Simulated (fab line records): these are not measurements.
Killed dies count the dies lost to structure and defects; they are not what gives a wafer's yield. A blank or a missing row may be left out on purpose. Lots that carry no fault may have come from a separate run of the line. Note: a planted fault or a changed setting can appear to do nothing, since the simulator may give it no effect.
fab line records / flow n5Finfet / part 2 of 2: steps 38 to 44 of 44
record: lots: 5 wafers: 15 lastDay: 18
route steps=1938 shown FIN_SAQP@126 FIN_CUT@154 STI_FIN_REVEAL@207 BEOL_M4@1111
lots that met no fault: from a run of the same line without faults
startH: hours from the record's opening day to when the first of the lot's shown wafers began / waitH: hours elapsed since this lot's preceding step / " unchanged from the row above / L1.1+2: one row covering several wafers at once / - no value present, or no start provided / * or withheld: withheld / < > ~ a bound
route shown NAME@n: a module of which the file shows steps, and the number in the route of the first / usual: the fault-free wafers' mean and standard deviation / same: alike in all rows / chamber/n: place in a boat / sites: per-site readings / _std_site: the standard deviation of these / _edge_site: outer sites' mean less inner sites' / radiusMm: how far each site lies from the wafer's centre / mask NAME#n: copy n / behind: tool/chamber where the wafer was last shaped / hold: cause of the lot's hold/its duration in hours/its outcome / device: whichever transistor did not switch (one of n, p or np) / end of line: the same wafers' tests at the end of the route / a step without rows: its recipe alone / killed: dies lost to structure and defects at the first sort, not the wafer's yield / map: shows each die of a wafer: x if killed, . if not, _ if none is there
set.NAME: setting as actually run; set.NAME@STEP: the setting as run at that earlier step / model.NAME: the simulator's own value behind a step, which no gauge read
a table for each step, a row for each wafer; lots at some steps of the route
services: the hour from which a tool's chamber was out of use, counted from the record's first day as startH (under 0 if before that day), plus the number of hours and why
== steps ==
step: N5_FIN_CUT_CD_MEAS_08
recipe: targetCdNm: 29.1 landingEnergyEv: 500 detector: seInlens polarity: opening
usual: cdNm: 29.03/0.23
lot.wafer=L140.2 tool=cdSem-02 chamber=0 startH=35.38 waitH=- cdNm=29.31
lot.wafer=L140.3 tool=cdSem-02 chamber=0 startH=35.38 waitH=- cdNm=29.20
lot.wafer=L140.5 tool=cdSem-02 chamber=0 startH=35.38 waitH=- cdNm=28.83
lot.wafer=L154.1 tool=cdSem-01 chamber=0 startH=118.10 waitH=- cdNm=29.20
lot.wafer=L154.4 tool=cdSem-01 chamber=0 startH=118.10 waitH=- cdNm=28.91
lot.wafer=L154.6 tool=cdSem-01 chamber=0 startH=118.10 waitH=- cdNm=29.04
lot.wafer=L157.1 tool=cdSem-02 chamber=0 startH=135.33 waitH=- cdNm=29.10
lot.wafer=L157.4 tool=cdSem-02 chamber=0 startH=135.33 waitH=- cdNm=28.88
lot.wafer=L157.5 tool=cdSem-02 chamber=0 startH=135.33 waitH=- cdNm=29.32
lot.wafer=L158.2 tool=cdSem-02 chamber=0 startH=143.05 waitH=- cdNm=28.72
lot.wafer=L158.4 tool=cdSem-02 chamber=0 startH=143.05 waitH=- cdNm=28.55
lot.wafer=L158.6 tool=cdSem-02 chamber=0 startH=143.05 waitH=- cdNm=29.17
lot.wafer=L160.1 tool=cdSem-03 chamber=0 startH=153.25 waitH=- cdNm=29.06
lot.wafer=L160.3 tool=cdSem-03 chamber=0 startH=153.25 waitH=- cdNm=29.16
lot.wafer=L160.6 tool=cdSem-03 chamber=0 startH=153.25 waitH=- cdNm=28.60
step: N5_FIN_CUT_OVL_MEAS_09
recipe: pointsPerWafer: 522
usual: FIN_CUT_OVL: 0.0/0.6
lot.wafer=L140.2 tool=overlay-02 chamber=0 startH=35.41 waitH=0.0 FIN_CUT_OVL[nm]=0.3
lot.wafer=L140.3 tool=overlay-02 chamber=0 startH=35.41 waitH=0.0 FIN_CUT_OVL[nm]=-0.1
lot.wafer=L140.5 tool=overlay-02 chamber=0 startH=35.41 waitH=0.0 FIN_CUT_OVL[nm]=0.2
lot.wafer=L154.1 tool=overlay-02 chamber=0 startH=118.13 waitH=0.0 FIN_CUT_OVL[nm]=-0.1
lot.wafer=L154.4 tool=overlay-02 chamber=0 startH=118.13 waitH=0.0 FIN_CUT_OVL[nm]=0.1
lot.wafer=L154.6 tool=overlay-02 chamber=0 startH=118.13 waitH=0.0 FIN_CUT_OVL[nm]=-1.4
lot.wafer=L157.1 tool=overlay-02 chamber=0 startH=135.36 waitH=0.0 FIN_CUT_OVL[nm]=-0.2
lot.wafer=L157.4 tool=overlay-02 chamber=0 startH=135.36 waitH=0.0 FIN_CUT_OVL[nm]=0.5
lot.wafer=L157.5 tool=overlay-02 chamber=0 startH=135.36 waitH=0.0 FIN_CUT_OVL[nm]=-0.2
lot.wafer=L158.2 tool=overlay-01 chamber=0 startH=143.09 waitH=0.0 FIN_CUT_OVL[nm]=0.8
lot.wafer=L158.4 tool=overlay-01 chamber=0 startH=143.09 waitH=0.0 FIN_CUT_OVL[nm]=0.5
lot.wafer=L158.6 tool=overlay-01 chamber=0 startH=143.09 waitH=0.0 FIN_CUT_OVL[nm]=0.3
lot.wafer=L160.1 tool=overlay-02 chamber=0 startH=153.28 waitH=0.0 FIN_CUT_OVL[nm]=1.2
lot.wafer=L160.3 tool=overlay-02 chamber=0 startH=153.28 waitH=0.0 FIN_CUT_OVL[nm]=0.5
lot.wafer=L160.6 tool=overlay-02 chamber=0 startH=153.28 waitH=0.0 FIN_CUT_OVL[nm]=0.4
step: N5_FIN_CUT_INSPECT_10
recipe: mode: adi inspectInstrument: brightfield
usual: rawDefectCount: 42/14
lot.wafer=L140.2 tool=defectInspect-02 chamber=- startH=35.47 waitH=0.0 rawDefectCount=37
lot.wafer=L140.3 tool=defectInspect-02 chamber=- startH=35.47 waitH=0.0 rawDefectCount=39
lot.wafer=L140.5 tool=defectInspect-02 chamber=- startH=35.47 waitH=0.0 rawDefectCount=53
lot.wafer=L154.1 tool=defectInspect-01 chamber=- startH=118.19 waitH=0.1 rawDefectCount=39
lot.wafer=L154.4 tool=defectInspect-01 chamber=- startH=118.19 waitH=0.1 rawDefectCount=44
lot.wafer=L154.6 tool=defectInspect-01 chamber=- startH=118.19 waitH=0.1 rawDefectCount=37
lot.wafer=L157.1 tool=defectInspect-02 chamber=- startH=135.42 waitH=0.1 rawDefectCount=39
lot.wafer=L157.4 tool=defectInspect-02 chamber=- startH=135.42 waitH=0.1 rawDefectCount=23
lot.wafer=L157.5 tool=defectInspect-02 chamber=- startH=135.42 waitH=0.1 rawDefectCount=49
lot.wafer=L158.2 tool=defectInspect-02 chamber=- startH=143.14 waitH=0.0 rawDefectCount=59
lot.wafer=L158.4 tool=defectInspect-02 chamber=- startH=143.14 waitH=0.0 rawDefectCount=61
lot.wafer=L158.6 tool=defectInspect-02 chamber=- startH=143.14 waitH=0.0 rawDefectCount=46
lot.wafer=L160.1 tool=defectInspect-02 chamber=- startH=153.34 waitH=0.1 rawDefectCount=43
lot.wafer=L160.3 tool=defectInspect-02 chamber=- startH=153.34 waitH=0.1 rawDefectCount=40
lot.wafer=L160.6 tool=defectInspect-02 chamber=- startH=153.34 waitH=0.1 rawDefectCount=30
step: N5_FIN_CUT_DESCUM_13
recipe: chemistry: O2 timeS: 7 sourcePowerW: 50 biasPowerW: 20 pressureMtorr: 20 rfFrequencyHz: 2.712e+07 tempC: 40 resist: CAR-EUV o2FlowSccm: 225
usual: drypumpMotorCurrentA: 5.9/0.34 oesProductAu: 0.77/0.087 rfVppV: 243.5/1.3 showerheadPlenumPTorr: 2.12/0.071 tempC: 39.99/0.12 throttleValvePct: 20.52/0.22
lot.wafer=L140.2 tool=rieDiel-01 chamber=3 startH=36.16 waitH=0.7 drypumpMotorCurrentA=5.9 oesProductAu=0.93 rfHoursCounterH=18 rfVppV=243.7 showerheadPlenumPTorr=2.13 tempC=39.76 throttleValvePct=20.34
lot.wafer=L140.3 tool=rieDiel-01 chamber=0 startH=36.16 waitH=0.7 drypumpMotorCurrentA=6.3 oesProductAu=0.94 rfHoursCounterH=10 rfVppV=244.6 showerheadPlenumPTorr=2.13 tempC=40.03 throttleValvePct=20.46
lot.wafer=L140.5 tool=rieDiel-01 chamber=3 startH=36.16 waitH=0.7 drypumpMotorCurrentA=5.9 oesProductAu=0.93 rfHoursCounterH=- rfVppV=241.5 showerheadPlenumPTorr=2.13 tempC=39.92 throttleValvePct=20.32
lot.wafer=L154.1 tool=rieDiel-01 chamber=0 startH=118.22 waitH=0.0 drypumpMotorCurrentA=6.4 oesProductAu=0.88 rfHoursCounterH=32 rfVppV=244.7 showerheadPlenumPTorr=2.12 tempC=39.74 throttleValvePct=20.49
lot.wafer=L154.4 tool=rieDiel-01 chamber=2 startH=118.22 waitH=0.0 drypumpMotorCurrentA=5.8 oesProductAu=0.71 rfHoursCounterH=237 rfVppV=240.6 showerheadPlenumPTorr=1.97 tempC=40.03 throttleValvePct=20.63
lot.wafer=L154.6 tool=rieDiel-01 chamber=2 startH=118.22 waitH=0.0 drypumpMotorCurrentA=5.9 oesProductAu=0.70 rfHoursCounterH=- rfVppV=242.5 showerheadPlenumPTorr=1.97 tempC=39.90 throttleValvePct=20.64
lot.wafer=L157.1 tool=rieDiel-02 chamber=0 startH=135.45 waitH=0.0 drypumpMotorCurrentA=5.5 oesProductAu=0.77 rfHoursCounterH=148 rfVppV=243.8 showerheadPlenumPTorr=2.17 tempC=39.91 throttleValvePct=20.83
lot.wafer=L157.4 tool=rieDiel-02 chamber=3 startH=135.45 waitH=0.0 drypumpMotorCurrentA=6.2 oesProductAu=0.94 rfHoursCounterH=12 rfVppV=245.2 showerheadPlenumPTorr=2.24 tempC=40.06 throttleValvePct=20.37
lot.wafer=L157.5 tool=rieDiel-02 chamber=3 startH=135.45 waitH=0.0 drypumpMotorCurrentA=6.3 oesProductAu=0.94 rfHoursCounterH=- rfVppV=245.8 showerheadPlenumPTorr=2.24 tempC=40.17 throttleValvePct=20.38
lot.wafer=L158.2 tool=rieDiel-02 chamber=3 startH=143.29 waitH=0.1 drypumpMotorCurrentA=6.2 oesProductAu=0.94 rfHoursCounterH=14 rfVppV=244.7 showerheadPlenumPTorr=2.24 tempC=39.88 throttleValvePct=20.37
lot.wafer=L158.4 tool=rieDiel-02 chamber=0 startH=143.29 waitH=0.1 drypumpMotorCurrentA=5.5 oesProductAu=0.77 rfHoursCounterH=- rfVppV=245.0 showerheadPlenumPTorr=2.17 tempC=40.13 throttleValvePct=20.83
lot.wafer=L158.6 tool=rieDiel-02 chamber=3 startH=143.29 waitH=0.1 drypumpMotorCurrentA=6.2 oesProductAu=0.94 rfHoursCounterH=- rfVppV=244.5 showerheadPlenumPTorr=2.24 tempC=39.97 throttleValvePct=20.39
lot.wafer=L160.1 tool=rieDiel-01 chamber=2 startH=153.86 waitH=0.5 drypumpMotorCurrentA=5.8 oesProductAu=0.71 rfHoursCounterH=246 rfVppV=240.2 showerheadPlenumPTorr=1.97 tempC=39.70 throttleValvePct=20.64
lot.wafer=L160.3 tool=rieDiel-01 chamber=3 startH=153.86 waitH=0.5 drypumpMotorCurrentA=5.9 oesProductAu=0.86 rfHoursCounterH=45 rfVppV=242.7 showerheadPlenumPTorr=2.12 tempC=39.83 throttleValvePct=20.38
lot.wafer=L160.6 tool=rieDiel-01 chamber=2 startH=153.86 waitH=0.5 drypumpMotorCurrentA=5.8 oesProductAu=0.70 rfHoursCounterH=- rfVppV=240.9 showerheadPlenumPTorr=1.97 tempC=39.85 throttleValvePct=20.64
step: N5_FIN_CUT_ETCH_30
recipe: chemistry: N2/H2 target: underlayer targetDepthA: 130 maskMaterial: CAR-EUV timeS: 10.4 ionEnergyEv: 200 pressureMtorr: 30 sourceW: 840 biasW: 150 n2FlowSccm: 200 h2FlowSccm: 200 ends: cleared
step: N5_STI_FIN_REVEAL_CD_MEAS_22
recipe: targetCdNm: 6.238 pitchNm: 28 polarity: line
usual: cdNm: 6.28/0.26
lot.wafer=L140.2 tool=cdSem-01 chamber=- startH=48.02 waitH=0.0 cdNm=6.27
lot.wafer=L140.3 tool=cdSem-01 chamber=- startH=48.02 waitH=0.0 cdNm=5.92
lot.wafer=L140.5 tool=cdSem-01 chamber=- startH=48.02 waitH=0.0 cdNm=5.75
lot.wafer=L154.1 tool=cdSem-02 chamber=- startH=128.07 waitH=0.0 cdNm=4.33
lot.wafer=L154.4 tool=cdSem-02 chamber=- startH=128.07 waitH=0.0 cdNm=6.30
lot.wafer=L154.6 tool=cdSem-02 chamber=- startH=128.07 waitH=0.0 cdNm=6.25
lot.wafer=L157.1 tool=cdSem-03 chamber=- startH=145.42 waitH=0.0 cdNm=6.07
lot.wafer=L157.4 tool=cdSem-03 chamber=- startH=145.42 waitH=0.0 cdNm=6.37
lot.wafer=L157.5 tool=cdSem-03 chamber=- startH=145.42 waitH=0.0 cdNm=6.34
lot.wafer=L158.2 tool=cdSem-02 chamber=- startH=152.95 waitH=0.0 cdNm=6.31
lot.wafer=L158.4 tool=cdSem-02 chamber=- startH=152.95 waitH=0.0 cdNm=6.06
lot.wafer=L158.6 tool=cdSem-02 chamber=- startH=152.95 waitH=0.0 cdNm=6.25
lot.wafer=L160.1 tool=cdSem-03 chamber=- startH=164.46 waitH=0.0 cdNm=6.37
lot.wafer=L160.3 tool=cdSem-03 chamber=- startH=164.46 waitH=0.0 cdNm=6.38
lot.wafer=L160.6 tool=cdSem-03 chamber=- startH=164.46 waitH=0.0 cdNm=6.53
step: N5_BEOL_M4_RC_MEAS_101
usual: DIBL_N: 36.0/2.2 DIBL_P: 36.2/2.4 IOFF_N: 0.16/0.035 IOFF_N_85C: 3.1/0.57 IOFF_N_LIN: 0.073/0.013 IOFF_P: 0.21/0.037 IOFF_P_85C: 3.6/0.54 IOFF_P_LIN: 0.099/0.013 ION_N: 672/13 ION_P: 461/7 SS_N: 71.4/0.69 SS_P: 73.2/0.75 VT_N: 250/3.4 VT_N_LVT: 99/3.6 VT_P: -251/3 VT_P_LVT: -99.1/2.7
lot.wafer=L140.2 tool=prober-02 chamber=0 startH=207.85 waitH=0.2 DIBL_N[mV/V]=35.1 DIBL_P[mV/V]=37.4 IOFF_N[nA/um]=0.16 IOFF_N_85C[nA/um]=3.2 IOFF_N_LIN[nA/um]=0.077 IOFF_P[nA/um]=0.23 IOFF_P_85C[nA/um]=4.0 IOFF_P_LIN[nA/um]=0.113 ION_N[uA/um]=676 ION_P[uA/um]=470 SS_N[mV/dec]=72.0 SS_P[mV/dec]=72.7 VT_N[mV]=252 VT_N_LVT[mV]=96 VT_P[mV]=-248 VT_P_LVT[mV]=-96.3
lot.wafer=L140.3 tool=prober-02 chamber=0 startH=207.85 waitH=0.2 DIBL_N[mV/V]=31.4 DIBL_P[mV/V]=32.0 IOFF_N[nA/um]=0.11 IOFF_N_85C[nA/um]=2.2 IOFF_N_LIN[nA/um]=0.054 IOFF_P[nA/um]=0.15 IOFF_P_85C[nA/um]=2.8 IOFF_P_LIN[nA/um]=0.084 ION_N[uA/um]=659 ION_P[uA/um]=454 SS_N[mV/dec]=69.9 SS_P[mV/dec]=71.6 VT_N[mV]=255 VT_N_LVT[mV]=102 VT_P[mV]=-252 VT_P_LVT[mV]=-101.4
lot.wafer=L140.5 tool=prober-02 chamber=0 startH=207.85 waitH=0.2 DIBL_N[mV/V]=29.9 DIBL_P[mV/V]=30.3 IOFF_N[nA/um]=0.08 IOFF_N_85C[nA/um]=1.8 IOFF_N_LIN[nA/um]=0.043 IOFF_P[nA/um]=0.13 IOFF_P_85C[nA/um]=2.4 IOFF_P_LIN[nA/um]=0.072 ION_N[uA/um]=643 ION_P[uA/um]=443 SS_N[mV/dec]=70.3 SS_P[mV/dec]=71.0 VT_N[mV]=257 VT_N_LVT[mV]=106 VT_P[mV]=-256 VT_P_LVT[mV]=-103.7
lot.wafer=L154.1 tool=prober-02 chamber=0 startH=299.45 waitH=0.0 DIBL_N[mV/V]=26.7 DIBL_P[mV/V]=24.9 IOFF_N[nA/um]=0.04 IOFF_N_85C[nA/um]=1.0 IOFF_N_LIN[nA/um]=0.024 IOFF_P[nA/um]=0.08 IOFF_P_85C[nA/um]=1.6 IOFF_P_LIN[nA/um]=0.049 ION_N[uA/um]=602 ION_P[uA/um]=425 SS_N[mV/dec]=68.9 SS_P[mV/dec]=70.4 VT_N[mV]=271 VT_N_LVT[mV]=123 VT_P[mV]=-262 VT_P_LVT[mV]=-111.9
lot.wafer=L154.4 tool=prober-02 chamber=0 startH=299.45 waitH=0.0 DIBL_N[mV/V]=34.5 DIBL_P[mV/V]=35.1 IOFF_N[nA/um]=0.14 IOFF_N_85C[nA/um]=2.8 IOFF_N_LIN[nA/um]=0.067 IOFF_P[nA/um]=0.20 IOFF_P_85C[nA/um]=3.5 IOFF_P_LIN[nA/um]=0.096 ION_N[uA/um]=656 ION_P[uA/um]=456 SS_N[mV/dec]=71.1 SS_P[mV/dec]=73.0 VT_N[mV]=249 VT_N_LVT[mV]=100 VT_P[mV]=-252 VT_P_LVT[mV]=-100.1
lot.wafer=L154.6 tool=prober-02 chamber=0 startH=299.45 waitH=0.0 DIBL_N[mV/V]=35.7 DIBL_P[mV/V]=37.1 IOFF_N[nA/um]=0.16 IOFF_N_85C[nA/um]=3.0 IOFF_N_LIN[nA/um]=0.071 IOFF_P[nA/um]=0.22 IOFF_P_85C[nA/um]=3.8 IOFF_P_LIN[nA/um]=0.103 ION_N[uA/um]=665 ION_P[uA/um]=457 SS_N[mV/dec]=70.9 SS_P[mV/dec]=73.1 VT_N[mV]=249 VT_N_LVT[mV]=98 VT_P[mV]=-248 VT_P_LVT[mV]=-98.0
lot.wafer=L157.1 tool=prober-01 chamber=0 startH=304.60 waitH=0.0 DIBL_N[mV/V]=34.6 DIBL_P[mV/V]=33.0 IOFF_N[nA/um]=0.12 IOFF_N_85C[nA/um]=2.5 IOFF_N_LIN[nA/um]=0.062 IOFF_P[nA/um]=0.17 IOFF_P_85C[nA/um]=3.0 IOFF_P_LIN[nA/um]=0.086 ION_N[uA/um]=667 ION_P[uA/um]=457 SS_N[mV/dec]=70.9 SS_P[mV/dec]=73.0 VT_N[mV]=254 VT_N_LVT[mV]=101 VT_P[mV]=-252 VT_P_LVT[mV]=-100.2
lot.wafer=L157.4 tool=prober-01 chamber=0 startH=304.60 waitH=0.0 DIBL_N[mV/V]=38.7 DIBL_P[mV/V]=38.7 IOFF_N[nA/um]=0.21 IOFF_N_85C[nA/um]=3.9 IOFF_N_LIN[nA/um]=0.096 IOFF_P[nA/um]=0.26 IOFF_P_85C[nA/um]=4.2 IOFF_P_LIN[nA/um]=0.116 ION_N[uA/um]=688 ION_P[uA/um]=470 SS_N[mV/dec]=71.4 SS_P[mV/dec]=74.3 VT_N[mV]=244 VT_N_LVT[mV]=92 VT_P[mV]=-249 VT_P_LVT[mV]=-94.8
lot.wafer=L157.5 tool=prober-01 chamber=0 startH=304.60 waitH=0.0 DIBL_N[mV/V]=36.1 DIBL_P[mV/V]=36.4 IOFF_N[nA/um]=0.15 IOFF_N_85C[nA/um]=3.0 IOFF_N_LIN[nA/um]=0.074 IOFF_P[nA/um]=0.22 IOFF_P_85C[nA/um]=3.7 IOFF_P_LIN[nA/um]=0.102 ION_N[uA/um]=680 ION_P[uA/um]=468 SS_N[mV/dec]=70.7 SS_P[mV/dec]=73.1 VT_N[mV]=249 VT_N_LVT[mV]=99 VT_P[mV]=-249 VT_P_LVT[mV]=-97.5
lot.wafer=L158.2 tool=prober-02 chamber=0 startH=322.19 waitH=0.2 DIBL_N[mV/V]=38.1 DIBL_P[mV/V]=39.9 IOFF_N[nA/um]=0.19 IOFF_N_85C[nA/um]=3.5 IOFF_N_LIN[nA/um]=0.084 IOFF_P[nA/um]=0.26 IOFF_P_85C[nA/um]=4.5 IOFF_P_LIN[nA/um]=0.116 ION_N[uA/um]=669 ION_P[uA/um]=465 SS_N[mV/dec]=72.0 SS_P[mV/dec]=73.9 VT_N[mV]=248 VT_N_LVT[mV]=95 VT_P[mV]=-246 VT_P_LVT[mV]=-94.2
lot.wafer=L158.4 tool=prober-02 chamber=0 startH=322.19 waitH=0.2 DIBL_N[mV/V]=35.9 DIBL_P[mV/V]=36.5 IOFF_N[nA/um]=0.15 IOFF_N_85C[nA/um]=2.9 IOFF_N_LIN[nA/um]=0.068 IOFF_P[nA/um]=0.20 IOFF_P_85C[nA/um]=3.6 IOFF_P_LIN[nA/um]=0.095 ION_N[uA/um]=660 ION_P[uA/um]=451 SS_N[mV/dec]=71.4 SS_P[mV/dec]=73.1 VT_N[mV]=253 VT_N_LVT[mV]=99 VT_P[mV]=-252 VT_P_LVT[mV]=-97.5
lot.wafer=L158.6 tool=prober-02 chamber=0 startH=322.19 waitH=0.2 DIBL_N[mV/V]=34.2 DIBL_P[mV/V]=34.5 IOFF_N[nA/um]=0.13 IOFF_N_85C[nA/um]=2.6 IOFF_N_LIN[nA/um]=0.060 IOFF_P[nA/um]=0.16 IOFF_P_85C[nA/um]=3.1 IOFF_P_LIN[nA/um]=0.085 ION_N[uA/um]=658 ION_P[uA/um]=449 SS_N[mV/dec]=70.9 SS_P[mV/dec]=72.6 VT_N[mV]=253 VT_N_LVT[mV]=100 VT_P[mV]=-252 VT_P_LVT[mV]=-99.2
lot.wafer=L160.1 tool=prober-02 chamber=0 startH=333.77 waitH=0.0 DIBL_N[mV/V]=37.3 DIBL_P[mV/V]=34.7 IOFF_N[nA/um]=0.16 IOFF_N_85C[nA/um]=3.0 IOFF_N_LIN[nA/um]=0.073 IOFF_P[nA/um]=0.23 IOFF_P_85C[nA/um]=3.9 IOFF_P_LIN[nA/um]=0.112 ION_N[uA/um]=680 ION_P[uA/um]=469 SS_N[mV/dec]=71.4 SS_P[mV/dec]=72.3 VT_N[mV]=247 VT_N_LVT[mV]=100 VT_P[mV]=-246 VT_P_LVT[mV]=-97.2
lot.wafer=L160.3 tool=prober-02 chamber=0 startH=333.77 waitH=0.0 DIBL_N[mV/V]=38.3 DIBL_P[mV/V]=36.8 IOFF_N[nA/um]=0.18 IOFF_N_85C[nA/um]=3.5 IOFF_N_LIN[nA/um]=0.084 IOFF_P[nA/um]=0.26 IOFF_P_85C[nA/um]=4.5 IOFF_P_LIN[nA/um]=0.124 ION_N[uA/um]=691 ION_P[uA/um]=480 SS_N[mV/dec]=71.2 SS_P[mV/dec]=74.1 VT_N[mV]=248 VT_N_LVT[mV]=97 VT_P[mV]=-245 VT_P_LVT[mV]=-95.1
lot.wafer=L160.6 tool=prober-02 chamber=0 startH=333.77 waitH=0.0 DIBL_N[mV/V]=37.3 DIBL_P[mV/V]=34.7 IOFF_N[nA/um]=0.16 IOFF_N_85C[nA/um]=3.0 IOFF_N_LIN[nA/um]=0.072 IOFF_P[nA/um]=0.22 IOFF_P_85C[nA/um]=3.8 IOFF_P_LIN[nA/um]=0.109 ION_N[uA/um]=675 ION_P[uA/um]=466 SS_N[mV/dec]=71.4 SS_P[mV/dec]=72.6 VT_N[mV]=250 VT_N_LVT[mV]=100 VT_P[mV]=-246 VT_P_LVT[mV]=-98.4
== services ==
tool=aldSin-03 chamber=1 startH=10.33 hours=2.2 kind=repair
tool=aldSin-01 chamber=1 startH=13.22 hours=1.4 kind=repair
tool=aldSin-04 chamber=1 startH=14.32 hours=2.5 kind=repair
tool=rieSi-01 chamber=2 startH=19.84 hours=3.1 kind=repair
tool=rieDiel-06 chamber=3 startH=19.86 hours=10.1 kind=repair
tool=rieSi-06 chamber=2 startH=21.16 hours=1.9 kind=repair
tool=aldSin-03 chamber=0 startH=21.18 hours=4.4 kind=repair
tool=rieDiel-04 chamber=0 startH=33.73 hours=4.9 kind=repair
tool=rieDiel-06 chamber=3 startH=40.78 hours=3.3 kind=repair
tool=aldSin-01 chamber=- startH=65.57 hours=0.7 kind=repair
tool=rieDiel-03 chamber=0 startH=72.76 hours=9.1 kind=repair
tool=aldSin-03 chamber=0 startH=73.62 hours=5.7 kind=repair
tool=rieDiel-06 chamber=- startH=74.08 hours=0.7 kind=repair
tool=rieDiel-01 chamber=3 startH=78.87 hours=5.7 kind=repair
tool=aldSin-03 chamber=- startH=80.68 hours=6.1 kind=pm
tool=aldSin-01 chamber=- startH=85.75 hours=14.0 kind=pm
tool=rieSi-06 chamber=3 startH=101.43 hours=2.5 kind=repair
tool=aldSin-03 chamber=- startH=108.58 hours=0.9 kind=repair
tool=aldSin-03 chamber=- startH=119.99 hours=2.8 kind=pm
tool=rieSi-01 chamber=2 startH=120.73 hours=1.2 kind=repair
tool=rieSi-06 chamber=2 startH=122.13 hours=6.5 kind=repair
tool=aldSin-01 chamber=2 startH=130.46 hours=7.6 kind=repair
tool=rieDiel-04 chamber=2 startH=142.43 hours=9.2 kind=repair
tool=rieDiel-01 chamber=3 startH=144.44 hours=4.0 kind=repair
== key ==
firstSign: step: N5_FIN_SAQP_CD_MEAS_31 reading: cdNm direction: down sigmas: 8.1 usual: 8.12 struck: 6.43
effect: step: N5_FIN_SAQP_HM_CD_35 reading: cdNm direction: down sigmas: 7 usual: 8.20 struck: 6.45
effect: step: N5_FIN_SAQP_CD_MEAS_37 reading: cdNm direction: down sigmas: 7.6 usual: 8.17 struck: 5.99
effect: step: N5_STI_FIN_REVEAL_CD_MEAS_22 reading: cdNm direction: down sigmas: 7.5 usual: 6.28 struck: 4.33
effect: step: N5_BEOL_M4_RC_MEAS_101 reading: VT_N_LVT direction: up sigmas: 6.7 usual: 99 struck: 123
effect: step: N5_BEOL_M4_RC_MEAS_101 reading: VT_N direction: up sigmas: 6.3 usual: 250 struck: 271
effect: step: N5_BEOL_M4_RC_MEAS_101 reading: ION_N direction: down sigmas: 5.6 usual: 672 struck: 602
effect: step: N5_BEOL_M4_RC_MEAS_101 reading: ION_P direction: down sigmas: 5 usual: 461 struck: 425
effect: step: N5_BEOL_M4_RC_MEAS_101 reading: VT_P_LVT direction: down sigmas: 4.7 usual: -99.1 struck: -111.9
effect: step: N5_BEOL_M4_RC_MEAS_101 reading: DIBL_P direction: down sigmas: 4.6 usual: 36.2 struck: 24.9
effect: step: N5_BEOL_M4_RC_MEAS_101 reading: DIBL_N direction: down sigmas: 4.3 usual: 36.0 struck: 26.7
effect: step: N5_BEOL_M4_RC_MEAS_101 reading: VT_P direction: down sigmas: 3.9 usual: -251 struck: -262
effect: step: N5_BEOL_M4_RC_MEAS_101 reading: IOFF_P_LIN direction: down sigmas: 3.8 usual: 0.099 struck: 0.049
effect: step: N5_BEOL_M4_RC_MEAS_101 reading: IOFF_P_85C direction: down sigmas: 3.7 usual: 3.6 struck: 1.6
effect: step: N5_BEOL_M4_RC_MEAS_101 reading: SS_P direction: down sigmas: 3.7 usual: 73.2 struck: 70.4
effect: step: N5_BEOL_M4_RC_MEAS_101 reading: IOFF_N_LIN direction: down sigmas: 3.7 usual: 0.073 struck: 0.024
modelEffect: step: N5_FIN_SAQP_SPACER2_ALD_28 value: SiO2_of_FIN_SAQP_SPACER2_ALD_28.thkNm without: 8.2 struck: 6.4
modelEffect: step: N5_FIN_SAQP_MANDREL2_REMOVE_60 value: FIN_SAQP.cdNm without: 8 struck: 6.4
modelEffect: step: N5_FIN_SAQP_FIN_ETCH_36 value: FIN_SAQP.cdNm without: 8.2 struck: 6.4
metAt N5_FIN_SAQP_SPACER2_ALD_28
struckWafers L154.1
sortLeftOut L154.1
onsetBetween 33.84 116.69
fault: kind: processParameterDrift tool: aldSin-01 chamber: - onsetH: 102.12 steps: N5_FIN_SAQP_SPACER2_ALD_28 channel: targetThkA offset: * shape: step endH: 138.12 scope: struckWafersOnly actsIn: * stated: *
sortLeftOut: the simulated sort isn't trusted on such a fault, so these wafers' sort isn't shown, and their yield isn't known
